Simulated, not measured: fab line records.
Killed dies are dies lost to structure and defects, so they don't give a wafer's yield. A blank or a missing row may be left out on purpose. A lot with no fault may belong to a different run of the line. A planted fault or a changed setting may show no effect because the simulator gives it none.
fab line records	flow n5Finfet	part 2 of 2: steps 4 to 6 of 6
record lots=24	wafers=72	lastDay=18
route steps=1938 shown ILD0@340 SDB@363 HKMG_FIN@400
lots that met no fault: from a run of the same line without faults
startH: hours from the record's opening day to when the first of the lot's shown wafers began	waitH: hours since the lot's step before	" same as the row above	L1.1+2: a single row standing in for several wafers	- either no value or no given start	* or withheld: withheld	< > ~ a bound
route shown NAME@n: names a module that has steps shown in the file, with the first one's number in the route	usual: mean and standard deviation over wafers with no fault	same: alike in all rows	chamber/n: place in a boat	sites: readings site by site	_std_site: their standard deviation	_edge_site: inner sites' mean taken away from outer sites' mean	radiusMm: for every site, how far away it sits from the centre of the wafer	mask NAME#n: copy n	behind: the tool/chamber that last shaped the wafer	hold: what put the lot on hold/how long, in hours/how the hold closed	device: the transistor (n, p or np) that didn't switch	end of line: the same wafers' tests at the end of the route	a step without rows: its recipe alone	killed: dies that structure and defects cost at the first sort, which is not the same as the wafer's yield	map: shows each die of a wafer: x if killed, . if not, _ if none is there
set.NAME: the run value of the setting; set.NAME@STEP: its run value at that earlier step	model.NAME: the simulator's own value behind a step, which no gauge read
route steps across a sampled set of lots; one table per step, one row per wafer
services: the hour from which a tool's chamber was out of use, counted from the record's first day as startH (under 0 if before that day), plus the number of hours and why
## steps
# step N5_SDB_HM_OPEN_20
# recipe chemistry=CH3F/O2	target=SiNx	maskMaterial=SOC	targetDepthA=240	stopOn=poly-Si	overEtchFrac=0.4	ionEnergyEv=120	pressureMtorr=30	sourceW=395	biasW=73	Ar_flow_sccm=150	CH3F_flow_sccm=30	O2_flow_sccm=20
# usual O2_flow_sccm=19.99/0.06	drypumpMotorCurrentA=5.8/0.47	oesProductAu=0.64/0.072	rfVppV=296.2/3	showerheadPlenumPTorr=2.00/0.064	throttleValvePct=16.26/0.25
lot.wafer	tool	chamber	startH	waitH	O2_flow_sccm	drypumpMotorCurrentA	oesProductAu	rfHoursCounterH	rfVppV	showerheadPlenumPTorr	throttleValvePct
L074.2	rieDiel-03	1	70.97	0.0	20.02	5.8	0.60	168	296.6	2.08	16.24
L074.3	"	0	"	"	20.00	6.3	0.59	225	298.2	1.97	16.21
L074.6	"	3	"	"	20.05	6.3	0.60	-	294.7	1.99	16.65
L075.1	rieDiel-02	2	76.32	0.0	19.97	5.6	0.56	236	293.9	2.05	16.86
L075.2	"	3	"	"	20.01	5.8	0.68	56	302.2	2.04	16.28
L075.3	"	0	"	"	20.03	5.5	0.66	69	295.4	2.03	15.88
L076.1	rieDiel-01	0	78.82	0.0	20.07	6.2	0.58	221	292.8	2.06	16.17
L076.3	"	2	"	"	20.04	5.6	0.65	134	291.2	2.01	16.02
L076.4	"	2	"	"	19.96	5.6	0.65	-	292.4	2.01	16.01
L077.2	rieDiel-02	3	84.30	0.0	19.92	5.9	0.69	59	299.0	2.04	16.30
L077.3	"	1	"	"	19.91	4.8	0.58	196	295.7	1.91	16.26
L077.4	"	2	"	"	20.02	5.6	0.56	240	295.7	2.05	16.86
L078.1	rieDiel-02	2	90.64	0.0	19.94	5.6	0.55	244	293.8	2.05	16.87
L078.2	"	1	"	"	19.99	4.8	0.58	198	296.1	1.91	16.24
L078.5	"	0	"	"	20.04	5.5	0.69	-	296.5	2.03	15.91
L079.2	rieDiel-02	3	96.82	0.0	19.99	5.8	0.67	65	300.4	2.03	16.29
L079.4	"	0	"	"	20.03	5.5	0.68	78	296.5	2.03	15.88
L079.5	"	1	"	"	19.99	4.8	0.59	-	296.9	1.91	16.24
L080.1	rieDiel-01	2	101.93	0.0	20.09	5.6	0.64	146	291.3	2.00	16.03
L080.3	"	0	"	"	19.94	6.2	0.58	233	292.8	2.06	16.21
L080.5	"	1	"	"	20.06	5.9	0.78	-	293.3	1.96	16.04
L081.2	rieDiel-01	3	107.14	0.0	20.04	6.2	0.74	21	301.6	2.13	15.95
L081.3	"	2	"	"	20.04	5.6	0.64	148	291.9	2.00	16.05
L081.6	"	1	"	"	19.82	5.9	0.77	-	293.8	1.96	16.03
L082.3	rieDiel-01	0	113.69	0.0	19.98	6.2	0.57	238	293.5	2.05	16.20
L082.4	"	1	"	"	19.91	5.9	0.76	10	293.3	1.96	16.04
L082.5	"	2	"	"	19.99	5.6	0.65	-	290.2	2.00	16.04
L083.3	rieDiel-03	3	120.32	0.0	19.97	6.3	0.58	221	294.6	1.99	16.65
L083.5	"	1	"	"	19.97	5.8	0.61	-	297.5	2.07	16.25
L083.6	"	0	"	"	20.07	6.3	0.58	-	297.6	1.97	16.22
L084.2	rieDiel-02	0	131.58	0.0	19.97	5.5	0.65	91	296.3	2.02	15.91
L084.5	"	0	"	"	19.86	5.5	0.67	-	295.9	2.02	15.92
L084.6	"	1	"	"	20.00	4.8	0.57	-	294.5	1.90	16.29
L085.3	rieDiel-03	1	133.94	0.0	20.02	5.8	0.59	184	297.0	2.07	16.27
L085.4	"	2	"	"	20.10	6.4	0.60	177	299.8	1.90	16.24
L085.6	"	0	"	"	20.01	6.3	0.58	-	298.9	1.97	16.23
L086.1	rieDiel-01	0	137.81	0.0	19.97	6.2	0.57	247	294.0	2.05	16.24
L086.3	"	1	"	"	19.88	5.9	0.75	16	292.8	1.96	16.05
L086.5	"	1	"	"	19.86	5.9	0.75	-	294.0	1.96	16.06
L087.2	rieDiel-03	0	143.34	0.0	20.03	6.3	0.57	244	301.0	1.96	16.25
L087.4	"	2	"	"	20.00	6.4	0.61	181	301.2	1.90	16.28
L087.5	"	0	"	"	19.98	6.3	0.58	-	297.7	1.96	16.22
L088.1	rieDiel-02	3	151.44	0.0	20.07	5.9	0.64	85	299.7	2.03	16.32
L088.2	"	2	"	"	19.94	5.6	0.76	6	292.5	2.05	16.43
L088.4	"	0	"	"	19.95	5.5	0.65	97	295.9	2.02	15.92
L089.1	rieDiel-02	1	158.04	0.0	19.99	4.8	0.57	223	296.4	1.90	16.27
L089.5	"	3	"	"	19.94	5.9	0.66	-	299.1	2.03	16.35
L089.6	"	0	"	"	19.89	5.5	0.67	-	296.0	2.02	15.94
L090.3	rieDiel-03	1	161.36	0.0	19.98	5.8	0.59	195	297.6	2.07	16.30
L090.5	"	3	"	"	20.09	6.3	0.58	-	293.2	1.98	16.69
L090.6	"	2	"	"	20.07	6.4	0.61	-	299.8	1.90	16.27
L091.1	rieDiel-02	3	170.91	0.0	20.06	5.9	0.66	91	300.3	2.03	16.37
L091.4	"	2	"	"	19.92	5.6	0.79	12	293.6	2.05	16.46
L091.5	"	2	"	"	19.92	5.6	0.79	-	294.1	2.05	16.45
L092.4	rieDiel-01	2	178.48	0.0	19.93	5.6	0.61	-	288.9	1.99	16.13
L092.5	"	0	"	"	19.95	6.2	0.80	-	291.1	2.05	15.78
L092.6	"	3	"	"	19.94	6.2	0.70	-	301.4	2.12	16.00
L093.2	rieDiel-02	0	181.08	0.0	19.99	5.5	0.66	106	296.8	2.02	15.97
L093.3	"	2	"	"	19.96	5.6	0.77	15	293.5	2.04	16.47
L093.4	"	3	"	"	19.96	5.8	0.65	93	300.5	2.02	16.36
L094.1	rieDiel-02	2	191.16	0.0	19.99	5.6	0.76	18	292.9	2.04	16.45
L094.4	"	1	"	"	20.07	4.8	0.58	234	296.0	1.89	16.30
L094.5	"	2	"	"	20.02	5.7	0.77	-	295.9	2.04	16.47
L095.2	rieDiel-03	3	193.21	0.0	20.03	6.3	0.57	249	294.8	1.98	16.72
L095.4	"	3	"	"	20.02	6.3	0.58	-	294.6	1.98	16.71
L095.6	"	1	"	"	20.00	5.8	0.59	-	297.6	2.06	16.33
L096.1	rieDiel-03	3	199.49	0.0	20.01	6.3	0.57	251	294.6	1.98	16.73
L096.5	"	3	"	"	19.97	6.3	0.57	-	293.0	1.98	16.72
L096.6	"	2	"	"	19.95	6.4	0.59	-	301.6	1.90	16.31
L097.1	rieDiel-02	2	201.80	0.0	20.07	5.6	0.74	21	292.5	2.04	16.48
L097.3	"	3	"	"	20.04	5.8	0.63	100	298.1	2.02	16.39
L097.5	"	2	"	"	20.07	5.6	0.75	-	292.4	2.04	16.45
# step N5_HKMG_FIN_INSPECT_61
# recipe mode=adi	inspectInstrument=macro
# usual rawDefectCount=2.1/1.4
lot.wafer	tool	chamber	startH	waitH	rawDefectCount
L074.2	defectInspect-01	-	76.81	0.0	5
L074.3	"	-	"	"	2
L074.6	"	-	"	"	1
L075.1	defectInspect-01	-	81.72	0.0	3
L075.2	"	-	"	"	4
L075.3	"	-	"	"	2
L076.1	defectInspect-02	-	84.75	0.0	4
L076.3	"	-	"	"	2
L076.4	"	-	"	"	4
L077.2	defectInspect-01	-	89.53	0.0	3
L077.3	"	-	"	"	3
L077.4	"	-	"	"	1
L078.1	defectInspect-01	-	96.00	0.0	4
L078.2	"	-	"	"	1
L078.5	"	-	"	"	1
L079.2	defectInspect-01	-	101.93	0.0	2
L079.4	"	-	"	"	2
L079.5	"	-	"	"	4
L080.1	defectInspect-01	-	107.38	0.0	4
L080.3	"	-	"	"	1
L080.5	"	-	"	"	1
L081.2	defectInspect-01	-	112.36	0.0	0
L081.3	"	-	"	"	1
L081.6	"	-	"	"	1
L082.3	defectInspect-02	-	119.28	0.0	3
L082.4	"	-	"	"	5
L082.5	"	-	"	"	1
L083.3	defectInspect-01	-	125.66	0.0	3
L083.5	"	-	"	"	0
L083.6	"	-	"	"	2
L084.2	defectInspect-02	-	136.67	0.0	0
L084.5	"	-	"	"	5
L084.6	"	-	"	"	1
L085.3	defectInspect-01	-	139.81	0.0	3
L085.4	"	-	"	"	3
L085.6	"	-	"	"	4
L086.1	defectInspect-01	-	143.16	0.0	4
L086.3	"	-	"	"	6
L086.5	"	-	"	"	1
L087.2	defectInspect-02	-	149.13	0.0	3
L087.4	"	-	"	"	4
L087.5	"	-	"	"	5
L088.1	defectInspect-01	-	156.65	0.0	2
L088.2	"	-	"	"	3
L088.4	"	-	"	"	2
L089.1	defectInspect-01	-	163.33	0.0	0
L089.5	"	-	"	"	3
L089.6	"	-	"	"	2
L090.3	defectInspect-01	-	166.66	0.0	5
L090.5	"	-	"	"	2
L090.6	"	-	"	"	3
L091.1	defectInspect-01	-	176.28	0.0	2
L091.4	"	-	"	"	2
L091.5	"	-	"	"	1
L092.4	defectInspect-02	-	183.88	0.0	0
L092.5	"	-	"	"	1
L092.6	"	-	"	"	1
L093.2	defectInspect-02	-	186.73	0.0	0
L093.3	"	-	"	"	1
L093.4	"	-	"	"	2
L094.1	defectInspect-02	-	196.69	0.0	1
L094.4	"	-	"	"	2
L094.5	"	-	"	"	3
L095.2	defectInspect-01	-	198.49	0.0	3
L095.4	"	-	"	"	0
L095.6	"	-	"	"	0
L096.1	defectInspect-01	-	205.01	0.0	4
L096.5	"	-	"	"	2
L096.6	"	-	"	"	0
L097.1	defectInspect-02	-	207.41	0.0	2
L097.3	"	-	"	"	2
L097.5	"	-	"	"	0
# step N5_HKMG_FIN_STRIP_69
# recipe chemistry=N2/H2	powerW=2500	tempC=300	h2Frac=0.65	timeS=360	pressureMtorr=withheld	n2FlowSccm=1750	h2FlowSccm=3250
# usual drypumpMotorCurrentA=5.91/0.12	heaterPowerW=484/34	n2FlowSccm=1750/5.2
# same timeS=360
lot.wafer	tool	chamber	startH	waitH	drypumpMotorCurrentA	heaterPowerW	n2FlowSccm	rfHoursCounterH
L074.2	plasmaAsher-01	0	83.87	0.1	6.00	460	1752	94
L074.3	"	0	"	"	5.99	468	1758	-
L074.6	"	0	"	"	5.98	465	1753	-
L075.1	plasmaAsher-02	0	89.32	0.1	5.65	469	1753	35
L075.2	"	1	"	"	5.91	460	1757	35
L075.3	"	1	"	"	5.91	453	1753	-
L076.1	plasmaAsher-01	1	90.97	0.1	5.97	530	1751	96
L076.3	"	1	"	"	5.95	541	1754	-
L076.4	"	0	"	"	5.99	453	1752	-
L077.2	plasmaAsher-01	0	95.99	0.1	5.98	452	1745	97
L077.3	"	1	"	"	5.98	535	1751	-
L077.4	"	0	"	"	5.98	467	1747	-
L078.1	plasmaAsher-02	1	102.59	0.1	5.90	444	1748	38
L078.2	"	0	"	"	5.65	474	1743	38
L078.5	"	1	"	"	5.90	445	1752	-
L079.2	plasmaAsher-01	1	108.01	0.1	5.97	519	1744	99
L079.4	"	0	"	"	5.98	466	1737	-
L079.5	"	1	"	"	5.98	534	1747	-
L080.1	plasmaAsher-01	1	113.77	0.1	6.01	526	1753	101
L080.3	"	1	"	"	5.99	531	1747	-
L080.5	"	1	"	"	5.99	533	1743	-
L081.2	plasmaAsher-01	0	118.84	0.1	6.00	450	1758	102
L081.3	"	1	"	"	5.97	541	1747	-
L081.6	"	1	"	"	5.98	527	1749	-
L082.3	plasmaAsher-02	1	125.58	0.2	5.91	446	1752	-
L082.4	"	0	"	"	5.67	479	1752	-
L082.5	"	0	"	"	5.67	487	1748	-
L083.3	plasmaAsher-01	0	131.99	0.2	5.98	461	1747	-
L083.5	"	1	"	"	5.99	527	1739	-
L083.6	"	0	"	"	5.97	461	1749	-
L084.2	plasmaAsher-01	1	143.54	0.1	6.00	530	1748	107
L084.5	"	0	"	"	5.96	453	1748	-
L084.6	"	1	"	"	6.00	539	1757	-
L085.3	plasmaAsher-02	0	146.65	0.2	5.66	479	1744	-
L085.4	"	1	"	"	5.92	452	1751	-
L085.6	"	1	"	"	5.91	447	1751	-
L086.1	plasmaAsher-02	0	150.78	0.2	5.66	485	1754	47
L086.3	"	1	"	"	5.87	446	1750	-
L086.5	"	1	"	"	5.88	447	1747	-
L087.2	plasmaAsher-01	1	155.21	0.1	5.97	532	1750	110
L087.4	"	1	"	"	5.99	524	1749	-
L087.5	"	1	"	"	5.99	524	1750	-
L088.1	plasmaAsher-01	1	163.06	0.1	6.00	536	1743	111
L088.2	"	0	"	"	5.99	449	1747	111
L088.4	"	1	"	"	5.98	524	1738	-
L089.1	plasmaAsher-01	0	170.42	0.1	5.97	452	1757	113
L089.5	"	1	"	"	5.99	529	1755	-
L089.6	"	0	"	"	5.96	466	1750	-
L090.3	plasmaAsher-01	1	173.41	0.2	5.99	545	1755	-
L090.5	"	1	"	"	5.99	535	1754	-
L090.6	"	0	"	"	5.98	462	1752	-
L091.1	plasmaAsher-01	0	182.48	0.1	5.99	459	1731	116
L091.4	"	0	"	"	5.99	472	1749	-
L091.5	"	1	"	"	5.97	535	1745	-
L092.4	plasmaAsher-01	0	190.62	0.3	5.97	456	1741	-
L092.5	"	1	"	"	5.98	518	1750	-
L092.6	"	0	"	"	6.00	461	1750	-
L093.2	plasmaAsher-02	0	193.15	0.1	5.68	472	1743	54
L093.3	"	0	"	"	5.67	484	1754	-
L093.4	"	1	"	"	5.87	440	1752	-
L094.1	plasmaAsher-02	1	202.90	0.1	5.90	437	1751	55
L094.4	"	1	"	"	5.92	445	1742	-
L094.5	"	0	"	"	5.63	490	1745	-
L095.2	plasmaAsher-02	0	204.79	0.1	5.66	482	1750	56
L095.4	"	1	"	"	5.90	463	1749	-
L095.6	"	1	"	"	5.90	442	1757	-
L096.1	plasmaAsher-01	1	211.65	0.1	5.99	524	1753	122
L096.5	"	0	"	"	5.96	458	1741	-
L096.6	"	1	"	"	5.98	523	1761	-
L097.1	plasmaAsher-01	0	213.68	0.1	5.98	455	1751	122
L097.3	"	1	"	"	5.97	532	1759	-
L097.5	"	0	"	"	5.99	460	1750	-
## services
tool	chamber	startH	hours	kind
cmp-01	-	50.54	4.0	pm
cmp-02	-	54.81	2.2	repair
cmp-01	-	56.40	1.8	repair
cmp-02	-	61.05	2.4	repair
rieDiel-01	2	64.49	1.4	repair
cmp-02	-	69.70	1.7	repair
rieDiel-03	-	72.00	15.6	pm
cmp-01	-	97.77	19.5	repair
cmp-02	-	104.25	0.9	repair
cmp-03	-	106.39	1.6	repair
cmp-03	-	120.56	4.7	pm
cmp-02	-	124.95	4.0	pm
plasmaAsher-01	-	132.90	0.6	repair
cmp-03	-	133.54	4.0	repair
cmp-01	-	133.97	2.0	repair
rieDiel-02	3	152.96	1.8	repair
rieDiel-03	0	165.62	14.4	repair
cmp-01	-	165.72	20.0	pm
cmp-03	-	167.87	1.6	repair
rieDiel-02	0	174.77	2.9	repair
cmp-03	-	181.19	5.3	repair
cmp-02	-	183.50	0.6	repair
cmp-01	-	191.11	0.3	repair
cmp-03	-	208.50	1.8	repair
